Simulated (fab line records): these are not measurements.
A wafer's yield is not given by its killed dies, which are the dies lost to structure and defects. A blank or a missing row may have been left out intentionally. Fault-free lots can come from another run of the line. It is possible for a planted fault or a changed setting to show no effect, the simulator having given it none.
fab line records | flow n5Finfet
[record] lots = 14 | wafers = 40 | lastDay = 18
route steps=1938 shown BEOL_M9@1457 PAD_METAL@1893 PASSIVATION@1905
lots that met no fault: taken from a fault-free run of the same line
startH: hours from the record's first day to the start of the lot's first wafer shown | waitH: hours elapsed since this lot's preceding step | " the same as in the row above | L1.1+2: one row covering several wafers at once | - either no value or no given start | * or withheld: withheld | < > ~ a bound
route shown NAME@n: NAME is a module with steps in the file, n the number in the route of the first one | usual: mean and standard deviation over wafers with no fault | same: alike in all rows | chamber/n: place in a boat | sites: per-site readings | _std_site: how widely they spread, as a standard deviation | _edge_site: inner sites' mean taken away from outer sites' mean | radiusMm: how far each site lies from the wafer's centre | mask NAME#n: copy n | behind: the tool/chamber that last shaped the wafer | hold: the reason the lot was held/the length of the hold in hours/how it ended | device: the transistor (n, p or np) that didn't switch | end of line: the route-end tests of the same wafers | for a step that has no rows: nothing shown but its recipe | killed: count of dies lost to structure and defects at first sort (not the wafer's yield) | map: shows each die of a wafer: x if killed, . if not, _ if none is there
set.NAME: the setting as run; set.NAME@STEP: as run at that earlier step | model.NAME: the simulator's own value behind a step, which no gauge read
a sample of lots followed through the steps of the route, with each step as a table and each wafer as a row
services: a tool's chamber out of use, with start hour (startH, from the record's first day; less than 0 if before it), hours out, and reason
[[steps]]
[step N5_BEOL_M9_PRE_CLEAN_45]
[recipe] gas = H2/He | timeS = 30 | tempC = 250
[usual] heaterPowerW = 324/33
lot.wafer | tool          | chamber | startH | waitH | heaterPowerW
L577.1    | pvdSputter-02 | -       | 216.59 | 0.0   | 306
L577.4    | "             | -       | "      | "     | 284
L577.6    | "             | -       | "      | "     | 342
L576.1    | pvdSputter-02 | -       | 226.53 | 0.0   | 297
L576.4    | "             | -       | "      | "     | 288
L578.2    | pvdSputter-02 | -       | 231.53 | 0.0   | 286
L578.4    | "             | -       | "      | "     | 296
L578.6    | "             | -       | "      | "     | 300
L579.1    | pvdSputter-02 | -       | 239.89 | 0.0   | 290
L579.3    | "             | -       | "      | "     | 288
L579.4    | "             | -       | "      | "     | 306
L580.2    | pvdSputter-03 | -       | 248.08 | 0.0   | 367
L580.3    | "             | -       | "      | "     | 376
L580.6    | "             | -       | "      | "     | 324
L586.1    | pvdSputter-02 | -       | 274.27 | 0.0   | 286
L586.3    | "             | -       | "      | "     | 282
L586.5    | "             | -       | "      | "     | 296
L585.1    | pvdSputter-02 | -       | 275.03 | 0.0   | 299
L585.3    | "             | -       | "      | "     | 287
L585.4    | "             | -       | "      | "     | 290
L587.1    | pvdSputter-02 | -       | 286.83 | 0.0   | 298
L587.3    | "             | -       | "      | "     | 285
L587.5    | "             | -       | "      | "     | 282
L591.1    | pvdSputter-01 | -       | 304.80 | 0.0   | 294
L591.5    | "             | -       | "      | "     | 319
L591.6    | "             | -       | "      | "     | 288
L594.2    | pvdSputter-02 | -       | 338.00 | 0.0   | 355
L594.4    | "             | -       | "      | "     | 299
L594.5    | "             | -       | "      | "     | 284
L592.1    | pvdSputter-01 | -       | 338.45 | 0.0   | 351
L592.5    | "             | -       | "      | "     | 381
L595.2    | pvdSputter-01 | -       | 345.52 | 0.0   | 357
L595.4    | "             | -       | "      | "     | 282
L595.6    | "             | -       | "      | "     | 281
L597.1    | pvdSputter-03 | -       | 359.35 | 0.0   | 371
L597.5    | "             | -       | "      | "     | 310
L597.6    | "             | -       | "      | "     | 364
L598.4    | pvdSputter-03 | -       | 359.67 | 0.0   | 369
L598.5    | "             | -       | "      | "     | 316
L598.6    | "             | -       | "      | "     | 382
[step N5_PASSIVATION_DEGAS_18]
[recipe] ambient = vacuum | tempC = 300 | timeS = 60
[usual] heaterPowerW = 455/45
lot.wafer | tool          | chamber | startH | waitH | heaterPowerW
L577.1    | pvdSputter-03 | -       | 270.72 | 0.1   | 522
L577.4    | "             | -       | "      | "     | 434
L577.6    | "             | -       | "      | "     | 509
L576.1    | pvdSputter-01 | -       | 281.75 | 0.3   | 513
L576.4    | "             | -       | "      | "     | 492
L578.2    | pvdSputter-02 | -       | 286.87 | 0.5   | 483
L578.4    | "             | -       | "      | "     | 407
L578.6    | "             | -       | "      | "     | 401
L579.1    | pvdSputter-02 | -       | 291.63 | 0.1   | 407
L579.3    | "             | -       | "      | "     | 406
L579.4    | "             | -       | "      | "     | 503
L580.2    | pvdSputter-03 | -       | 317.64 | 0.4   | 471
L580.3    | "             | -       | "      | "     | 523
L580.6    | "             | -       | "      | "     | 457
L585.1    | pvdSputter-03 | -       | 341.39 | 0.3   | 463
L585.3    | "             | -       | "      | "     | 518
L585.4    | "             | -       | "      | "     | 451
L586.1    | pvdSputter-02 | -       | 341.72 | 0.1   | 400
L586.3    | "             | -       | "      | "     | 403
L586.5    | "             | -       | "      | "     | 398
L587.1    | pvdSputter-01 | -       | 341.72 | 0.1   | 447
L587.3    | "             | -       | "      | "     | 492
L587.5    | "             | -       | "      | "     | 436
L591.1    | pvdSputter-02 | -       | 359.24 | 1.4   | 475
L591.5    | "             | -       | "      | "     | 399
L591.6    | "             | -       | "      | "     | 405
L594.2    | pvdSputter-03 | -       | 386.18 | 0.5   | 441
L594.4    | "             | -       | "      | "     | 520
L594.5    | "             | -       | "      | "     | 506
L595.2    | pvdSputter-02 | -       | 398.05 | 0.1   | 414
L595.4    | "             | -       | "      | "     | 404
L595.6    | "             | -       | "      | "     | 415
L592.1    | pvdSputter-02 | -       | 399.09 | 0.6   | 421
L592.5    | "             | -       | "      | "     | 491
L598.4    | pvdSputter-02 | -       | 410.75 | 0.3   | 414
L598.5    | "             | -       | "      | "     | 415
L598.6    | "             | -       | "      | "     | 400
L597.1    | pvdSputter-01 | -       | 415.83 | 0.3   | 388
L597.5    | "             | -       | "      | "     | 518
L597.6    | "             | -       | "      | "     | 443
[step N5_PASSIVATION_PRE_CLEAN_19]
[recipe] gas = H2/He | timeS = * | tempC = *
[usual] heaterPowerW = 456/46
lot.wafer | tool          | chamber | startH | waitH | heaterPowerW
L577.1    | pvdSputter-03 | -       | 270.76 | 0.0   | 540
L577.4    | "             | -       | "      | "     | 439
L577.6    | "             | -       | "      | "     | 509
L576.1    | pvdSputter-01 | -       | 281.79 | 0.0   | 534
L576.4    | "             | -       | "      | "     | 489
L578.2    | pvdSputter-02 | -       | 286.91 | 0.0   | 489
L578.4    | "             | -       | "      | "     | 420
L578.6    | "             | -       | "      | "     | 410
L579.1    | pvdSputter-02 | -       | 291.67 | 0.0   | 395
L579.3    | "             | -       | "      | "     | 402
L579.4    | "             | -       | "      | "     | 480
L580.2    | pvdSputter-03 | -       | 317.68 | 0.0   | 466
L580.3    | "             | -       | "      | "     | 517
L580.6    | "             | -       | "      | "     | 452
L585.1    | pvdSputter-03 | -       | 341.43 | 0.0   | 462
L585.3    | "             | -       | "      | "     | 528
L585.4    | "             | -       | "      | "     | 439
L586.1    | pvdSputter-02 | -       | 341.76 | 0.0   | 395
L586.3    | "             | -       | "      | "     | 404
L586.5    | "             | -       | "      | "     | 393
L587.1    | pvdSputter-01 | -       | 341.76 | 0.0   | 440
L587.3    | "             | -       | "      | "     | 476
L587.5    | "             | -       | "      | "     | 456
L591.1    | pvdSputter-02 | -       | 359.32 | 0.0   | 473
L591.5    | "             | -       | "      | "     | 403
L591.6    | "             | -       | "      | "     | 425
L594.2    | pvdSputter-03 | -       | 386.22 | 0.0   | 447
L594.4    | "             | -       | "      | "     | 515
L594.5    | "             | -       | "      | "     | 493
L595.2    | pvdSputter-02 | -       | 398.09 | 0.0   | 419
L595.4    | "             | -       | "      | "     | 402
L595.6    | "             | -       | "      | "     | 393
L592.1    | pvdSputter-02 | -       | 399.13 | 0.0   | 423
L592.5    | "             | -       | "      | "     | 488
L598.4    | pvdSputter-02 | -       | 410.79 | 0.0   | 420
L598.5    | "             | -       | "      | "     | 415
L598.6    | "             | -       | "      | "     | 412
L597.1    | pvdSputter-01 | -       | 415.87 | 0.0   | 402
L597.5    | "             | -       | "      | "     | 526
L597.6    | "             | -       | "      | "     | 452
[step N5_PASSIVATION_CD_MEAS_30]
[recipe] targetCdNm = 4000 | landingEnergyEv = 500 | detector = seInlens | polarity = opening
[usual] cdNm = 4001.1/2
lot.wafer | tool     | chamber | startH | waitH | cdNm
L577.1    | cdSem-03 | 0       | 271.37 | -     | 3999.3
L577.4    | "        | 0       | "      | "     | 4000.4
L577.6    | "        | 0       | "      | "     | 4002.4
L576.1    | cdSem-02 | 0       | 282.40 | -     | 4005.4
L576.4    | "        | 0       | "      | "     | 4002.1
L578.2    | cdSem-01 | 0       | 287.65 | -     | 3999.9
L578.4    | "        | 0       | "      | "     | 4000.4
L578.6    | "        | 0       | "      | "     | 3996.5
L579.1    | cdSem-03 | 0       | 292.28 | -     | 3995.2
L579.3    | "        | 0       | "      | "     | 4001.1
L579.4    | "        | 0       | "      | "     | 3998.1
L580.2    | cdSem-03 | 0       | 318.29 | -     | 4002.0
L580.3    | "        | 0       | "      | "     | 4002.5
L580.6    | "        | 0       | "      | "     | 4004.5
L585.1    | cdSem-01 | 0       | 342.04 | -     | 4000.7
L585.3    | "        | 0       | "      | "     | 4002.1
L585.4    | "        | 0       | "      | "     | 4002.1
L586.1    | cdSem-03 | 0       | 342.49 | -     | 4003.9
L586.3    | "        | 0       | "      | "     | 4001.5
L586.5    | "        | 0       | "      | "     | 3999.7
L587.1    | cdSem-01 | 0       | 342.65 | -     | 4000.6
L587.3    | "        | 0       | "      | "     | 3999.8
L587.5    | "        | 0       | "      | "     | 4005.4
L591.1    | cdSem-02 | 0       | 360.23 | -     | 4004.0
L591.5    | "        | 0       | "      | "     | 4001.4
L591.6    | "        | 0       | "      | "     | 3998.5
L594.2    | cdSem-03 | 0       | 386.83 | -     | 4003.2
L594.4    | "        | 0       | "      | "     | 4000.4
L594.5    | "        | 0       | "      | "     | 4002.0
L595.2    | cdSem-01 | 0       | 398.71 | -     | 3997.1
L595.4    | "        | 0       | "      | "     | 4003.8
L595.6    | "        | 0       | "      | "     | 4000.6
L592.1    | cdSem-03 | 0       | 399.74 | -     | 4001.8
L592.5    | "        | 0       | "      | "     | 4000.8
L598.4    | cdSem-01 | 0       | 411.41 | -     | 4000.0
L598.5    | "        | 0       | "      | "     | 4001.4
L598.6    | "        | 0       | "      | "     | 3997.9
L597.1    | cdSem-02 | 0       | 416.48 | -     | 3998.4
L597.5    | "        | 0       | "      | "     | 4000.4
L597.6    | "        | 0       | "      | "     | 3999.0
[step N5_PASSIVATION_PROBE_49]
[usual] defectLimitedYield = 91.5/1.5 | killed_at_M0_to_M3 = 33/9.9 | killed_at_M4_up = 14/5.2 | killedAtContacts = 11/5.2 | killedAtFrontEnd = 38/10 | killedAtOther = 4/3.5 | killedDies = 100/18 | killedOpen = 66/14 | killedShort = 32/6.9 | sort_bin_5_function = 5.0/1 | sort_bin_6_memory = 3.1/0.69 | sort_bin_8_speed = 0.03/0.26 | sortNPass = 1080/18 | sortYieldPct = 91.5/1.5
[same] grossDies = 1180 | killedAtBackSide = 0 | sort_bin_4_leakage[%] = 0
lot.wafer | tool      | chamber | startH | waitH | defectLimitedYield[%] | killed_at_M0_to_M3 | killed_at_M4_up | killedAtContacts | killedAtFrontEnd | killedAtOther | killedDies | killedOpen | killedShort | sort_bin_5_function[%] | sort_bin_6_memory[%] | sort_bin_8_speed[%] | sortNPass | sortYieldPct[%]
L577.1    | prober-01 | -       | 276.72 | 0.0   | 93.6                  | 17                 | 13              | 2                | 38               | 5             | 75         | 43         | 31          | 3.5                    | 2.7                  | 0                   | 1105      | 93.6
L577.4    | prober-01 | -       | 276.87 | 0.2   | 94.3                  | 20                 | 8               | 3                | 31               | 5             | 67         | 40         | 27          | 3.6                    | 1.9                  | 0                   | 1113      | 94.3
L577.6    | prober-01 | -       | 276.97 | 0.3   | 91.9                  | 26                 | 18              | 12               | 37               | 2             | 95         | 65         | 30          | 5.0                    | 2.7                  | 0                   | 1085      | 91.9
L585.1    | prober-01 | -       | 347.04 | 0.0   | 89.7                  | 29                 | 12              | 25               | 53               | 2             | 121        | 85         | 35          | 6.1                    | 3.7                  | 0                   | 1059      | 89.7
L585.3    | prober-01 | -       | 347.14 | 0.1   | 78.6                  | 34                 | 158             | 18               | 40               | 2             | 252        | 68         | 37          | 13.1                   | 4.7                  | 0                   | 928       | 78.6
L585.4    | prober-01 | -       | 347.19 | 0.2   | 88.3                  | 38                 | 17              | 16               | 66               | 1             | 138        | 82         | 48          | 6.4                    | 4.0                  | 0                   | 1042      | 88.3
L587.1    | prober-02 | -       | 347.61 | 0.0   | 80.8                  | 21                 | 169             | 3                | 29               | 5             | 227        | 35         | 28          | 10.6                   | 3.9                  | 0                   | 953       | 80.8
L587.3    | prober-02 | -       | 347.71 | 0.1   | 92.8                  | 24                 | 13              | 6                | 40               | 2             | 85         | 50         | 35          | 3.7                    | 3.2                  | 0                   | 1095      | 92.8
L587.5    | prober-02 | -       | 347.81 | 0.2   | 81.3                  | 24                 | 167             | 6                | 23               | 1             | 221        | 42         | 23          | 11.2                   | 3.6                  | 0                   | 959       | 81.3
L586.1    | prober-02 | -       | 348.20 | 0.0   | 92.1                  | 31                 | 9               | 4                | 45               | 4             | 93         | 57         | 24          | 4.7                    | 2.3                  | 0                   | 1087      | 92.1
L586.3    | prober-02 | -       | 348.30 | 0.1   | 79.2                  | 31                 | 168             | 9                | 23               | 14            | 245        | 63         | 21          | 13.2                   | 4.0                  | 0                   | 935       | 79.2
L586.5    | prober-02 | -       | 348.40 | 0.2   | 92.1                  | 39                 | 16              | 9                | 18               | 11            | 93         | 61         | 22          | 5.3                    | 2.6                  | 0.17                | 1085      | 91.9
L591.6    | prober-01 | -       | 365.47 | 0.3   | 92.6                  | 21                 | 13              | 20               | 28               | 5             | 87         | 59         | 26          | 4.2                    | 2.9                  | 0                   | 1093      | 92.6
L594.2    | prober-01 | -       | 392.15 | 0.1   | 90.4                  | 31                 | 13              | 6                | 59               | 4             | 113        | 67         | 45          | 6.1                    | 2.9                  | 0                   | 1067      | 90.4
L594.4    | prober-01 | -       | 392.25 | 0.2   | 89.7                  | 33                 | 17              | 18               | 52               | 1             | 121        | 81         | 36          | 6.4                    | 3.6                  | 0                   | 1059      | 89.7
L594.5    | prober-01 | -       | 392.30 | 0.2   | 88.5                  | 37                 | 13              | 16               | 68               | 2             | 136        | 91         | 42          | 7.0                    | 4.2                  | 0                   | 1044      | 88.5
L595.4    | prober-01 | -       | 404.23 | 0.2   | 87.2                  | 56                 | 15              | 11               | 54               | 15            | 151        | 97         | 45          | 7.5                    | 5.0                  | 0                   | 1029      | 87.2
L592.1    | prober-02 | -       | 404.83 | 0.0   | 93.7                  | 29                 | 9               | 7                | 29               | 0             | 74         | 44         | 26          | 3.8                    | 2.3                  | 0                   | 1106      | 93.7
L592.5    | prober-02 | -       | 405.03 | 0.2   | 91.9                  | 32                 | 19              | 8                | 34               | 3             | 96         | 63         | 31          | 4.6                    | 2.8                  | 0                   | 1084      | 91.9
L597.1    | prober-01 | -       | 421.61 | 0.0   | 92.8                  | 40                 | 13              | 12               | 19               | 1             | 85         | 57         | 24          | 4.4                    | 2.5                  | 0                   | 1095      | 92.8
L597.5    | prober-01 | -       | 421.81 | 0.2   | 90.2                  | 39                 | 11              | 17               | 48               | 1             | 116        | 85         | 30          | 6.4                    | 3.1                  | 0                   | 1064      | 90.2
L597.6    | prober-01 | -       | 421.86 | 0.3   | 91.9                  | 27                 | 10              | 15               | 42               | 2             | 96         | 68         | 27          | 5.5                    | 2.5                  | 0                   | 1084      | 91.9
// killed by level:class
L577.1 FIN_SAQP:geometricParticle:short=10 FIN_SAQP:geometricParticle:open=7 STI_FIN_REVEAL:geometricParticle:open=6 BEOL_M0_SAQP:geometricParticle:open=6 BEOL_M5:geometricParticle:open=5 DUMMY_GATE:geometricParticle:open=4 BEOL_M2:geometricParticle:short=4 BEOL_M4:geometricParticle:open=4
L577.4 FIN_SAQP:geometricParticle:open=8 FIN_SAQP:geometricParticle:short=6 STI_FIN_REVEAL:geometricParticle:open=4 BEOL_M0_SAQP:geometricParticle:open=4 BEOL_M0_SAQP:geometricParticle:short=3 BEOL_M1:geometricParticle:open=3 BEOL_M3:geometricParticle:open=3 MIM_TOP_ETCH:geometricParticle:short=3
L577.6 FIN_SAQP:geometricParticle:short=11 BEOL_M3:geometricParticle:open=11 MOL_CONTACT_COAG:geometricParticle:open=10 FIN_SAQP:geometricParticle:open=8 BEOL_M4:geometricParticle:open=8 STARTING-WAFER:geometricParticle:open=6 BEOL_M0_SAQP:geometricParticle:open=4 STARTING-WAFER:geometricParticle:short=4
L585.1 MOL_CONTACT_COAG:geometricParticle:open=21 STI_FIN_REVEAL:geometricParticle:open=14 BEOL_M3:geometricParticle:open=8 GATE_CUT:geometricParticle:open=6 BEOL_M0_SAQP:geometricParticle:open=6 FIN_SAQP:geometricParticle:open=5 FIN_SAQP:geometricParticle:short=5 DUMMY_GATE:geometricParticle:open=5
L585.3 BEOL_M9:unspecified=147 STI_FIN_REVEAL:geometricParticle:open=15 MOL_CONTACT_COAG:geometricParticle:open=13 BEOL_M0_SAQP:geometricParticle:short=11 BEOL_M1:geometricParticle:open=10 BEOL_M0_SAQP:geometricParticle:open=8 STI_FIN_REVEAL:geometricParticle:short=6 MOL_CONTACT_COAG:geometricParticle:short=5
L585.4 FIN_SAQP:geometricParticle:open=18 FIN_SAQP:geometricParticle:short=16 MOL_CONTACT_COAG:geometricParticle:open=13 BEOL_M3:geometricParticle:open=13 STI_FIN_REVEAL:geometricParticle:open=8 GATE_CUT:geometricParticle:short=6 BEOL_M2:geometricParticle:open=6 BEOL_M3:geometricParticle:short=6
L587.1 BEOL_M9:unspecified=161 FIN_SAQP:geometricParticle:short=8 BEOL_M0_SAQP:geometricParticle:open=5 BEOL_M2:geometricParticle:open=5 GATE_CUT:geometricParticle:short=4 BEOL_M0_SAQP:geometricParticle:short=4 BEOL_M1:geometricParticle:open=4 DUMMY_GATE:geometricParticle:open=3
L587.3 FIN_SAQP:geometricParticle:short=11 FIN_SAQP:geometricParticle:open=8 BEOL_M4:geometricParticle:open=7 BEOL_M0_SAQP:geometricParticle:short=6 GATE_CUT:geometricParticle:short=5 BEOL_M0_SAQP:geometricParticle:open=5 MOL_CONTACT_COAG:geometricParticle:open=4 STI_FIN_REVEAL:geometricParticle:open=3
L587.5 BEOL_M9:unspecified=155 DUMMY_GATE:geometricParticle:open=7 BEOL_M0_SAQP:geometricParticle:open=6 BEOL_M2:geometricParticle:open=6 GATE_CUT:geometricParticle:short=4 MOL_CONTACT_COAG:geometricParticle:open=4 BEOL_M0_SAQP:geometricParticle:short=4 BEOL_M0:geometricParticle:short=3
L586.1 STI_FIN_REVEAL:geometricParticle:open=12 HKMG_FIN:areaEtch=9 FIN_SAQP:geometricParticle:open=7 BEOL_M0_SAQP:geometricParticle:open=6 BEOL_M1:geometricParticle:short=6 BEOL_M1:geometricParticle:open=6 FIN_SAQP:geometricParticle:short=4 STI_FIN_REVEAL:geometricParticle:short=4
L586.3 BEOL_M9:unspecified=153 BEOL_M3:geometricParticle:open=9 MOL_CONTACT_COAG:geometricParticle:open=9 PASSIVATION:areaEtch=8 BEOL_M1:geometricParticle:open=7 BEOL_M4:geometricParticle:open=7 FIN_SAQP:geometricParticle:open=5 FIN_SAQP:geometricParticle:short=5
L586.5 BEOL_M1:geometricParticle:open=13 PASSIVATION:areaEtch=9 MOL_CONTACT_COAG:geometricParticle:open=8 BEOL_M4:geometricParticle:open=8 BEOL_M0_SAQP:geometricParticle:open=7 BEOL_M3:geometricParticle:open=7 BEOL_M0_SAQP:geometricParticle:short=6 BEOL_M1:geometricParticle:short=5
L591.6 MOL_CONTACT_COAG:geometricParticle:open=14 BEOL_M1:geometricParticle:open=6 BEOL_M0_SAQP:geometricParticle:short=5 BEOL_M4:geometricParticle:open=5 STARTING-WAFER:geometricParticle:open=5 FIN_SAQP:geometricParticle:open=4 STI_FIN_REVEAL:geometricParticle:open=4 DUMMY_GATE:geometricParticle:open=4
L594.2 FIN_SAQP:geometricParticle:short=17 FIN_SAQP:geometricParticle:open=16 GATE_CUT:geometricParticle:short=8 BEOL_M3:geometricParticle:open=8 BEOL_M0_SAQP:geometricParticle:open=7 STI_FIN_REVEAL:geometricParticle:open=6 MOL_CONTACT_COAG:geometricParticle:open=6 BEOL_M1:geometricParticle:open=5
L594.4 FIN_SAQP:geometricParticle:open=19 MOL_CONTACT_COAG:geometricParticle:open=15 BEOL_M0_SAQP:geometricParticle:open=15 BEOL_M0_SAQP:geometricParticle:short=10 FIN_SAQP:geometricParticle:short=8 STI_FIN_REVEAL:geometricParticle:open=7 STI_FIN_REVEAL:geometricParticle:short=5 BEOL_M4:geometricParticle:open=5
L594.5 FIN_SAQP:geometricParticle:open=18 FIN_SAQP:geometricParticle:short=13 MOL_CONTACT_COAG:geometricParticle:open=13 BEOL_M3:geometricParticle:open=13 STI_FIN_REVEAL:geometricParticle:open=12 STI_FIN_REVEAL:geometricParticle:short=6 DUMMY_GATE:geometricParticle:open=5 BEOL_M0_SAQP:geometricParticle:short=5
L595.4 BEOL_M0_SAQP:geometricParticle:short=15 STI_FIN_REVEAL:geometricParticle:open=14 BEOL_M0_SAQP:geometricParticle:open=14 FIN_SAQP:geometricParticle:open=12 BEOL_M3:geometricParticle:open=11 MOL_CONTACT_COAG:geometricParticle:open=10 PASSIVATION:areaEtch=9 BEOL_M2:geometricParticle:open=8
L592.1 BEOL_M0_SAQP:geometricParticle:short=9 STI_FIN_REVEAL:geometricParticle:open=8 MOL_CONTACT_COAG:geometricParticle:open=6 BEOL_M0_SAQP:geometricParticle:open=6 FIN_SAQP:geometricParticle:open=5 BEOL_M2:geometricParticle:open=5 STI_FIN_REVEAL:geometricParticle:short=4 BEOL_M0:geometricParticle:open=4
L592.5 STI_FIN_REVEAL:geometricParticle:open=12 BEOL_M2:geometricParticle:open=11 BEOL_M4:geometricParticle:open=8 BEOL_M0_SAQP:geometricParticle:short=7 FIN_SAQP:geometricParticle:short=5 DUMMY_GATE:geometricParticle:open=5 MOL_CONTACT_COAG:geometricParticle:open=5 GATE_CUT:geometricParticle:short=4
L597.1 MOL_CONTACT_COAG:geometricParticle:open=10 BEOL_M1:geometricParticle:open=10 BEOL_M3:geometricParticle:open=8 BEOL_M3:geometricParticle:short=8 FIN_SAQP:geometricParticle:short=6 BEOL_M0_SAQP:geometricParticle:open=6 FIN_SAQP:geometricParticle:open=5 BEOL_M0_SAQP:geometricParticle:short=4
L597.5 FIN_SAQP:geometricParticle:open=18 STI_FIN_REVEAL:geometricParticle:open=13 MOL_CONTACT_COAG:geometricParticle:open=13 BEOL_M3:geometricParticle:open=8 BEOL_M2:geometricParticle:open=8 BEOL_M0_SAQP:geometricParticle:open=7 BEOL_M0_SAQP:geometricParticle:short=6 FIN_SAQP:geometricParticle:short=4
L597.6 MOL_CONTACT_COAG:geometricParticle:open=12 BEOL_M3:geometricParticle:open=12 DUMMY_GATE:geometricParticle:open=8 FIN_SAQP:geometricParticle:open=7 BEOL_M0_SAQP:geometricParticle:short=7 GATE_CUT:geometricParticle:short=6 FIN_SAQP:geometricParticle:short=5 BEOL_M0_SAQP:geometricParticle:open=5
[[services]]
tool          | chamber | startH | hours | kind
pvdSputter-02 | -       | 362.16 | 3.7   | repair
pvdSputter-03 | -       | 389.76 | 3.1   | repair
[[key]]
[firstSign] step = N5_PASSIVATION_PROBE_49 | reading = killed_at_M4_up | direction = up | sigmas = 29 | usual = 14 | struck = 166
[effect] step = N5_PASSIVATION_PROBE_49 | reading = defectLimitedYield | direction = down | sigmas = 7.6 | usual = 91.5 | struck = 80.0
[moreKillsBornAt] N5_BEOL_M9_PRE_CLEAN_45@pvdSputter-02 = 616
metAt N5_BEOL_M9_PRE_CLEAN_45
struckLots L585,L586,L587
struckWafers L585.3,L586.3,L587.1,L587.5
notActingAt N5_PASSIVATION_DEGAS_18,N5_PASSIVATION_PRE_CLEAN_19,N5_PASSIVATION_CD_MEAS_30
onsetBetween 239.89 274.27
[fault] kind = chamberParticleSource | tool = pvdSputter-02 | chamber = - | onsetH = 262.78 | steps = N5_BEOL_M9_PRE_CLEAN_45 | ratePerVisitCm2 = 1.8108 | endH = 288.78 | scope = struckWafersOnly
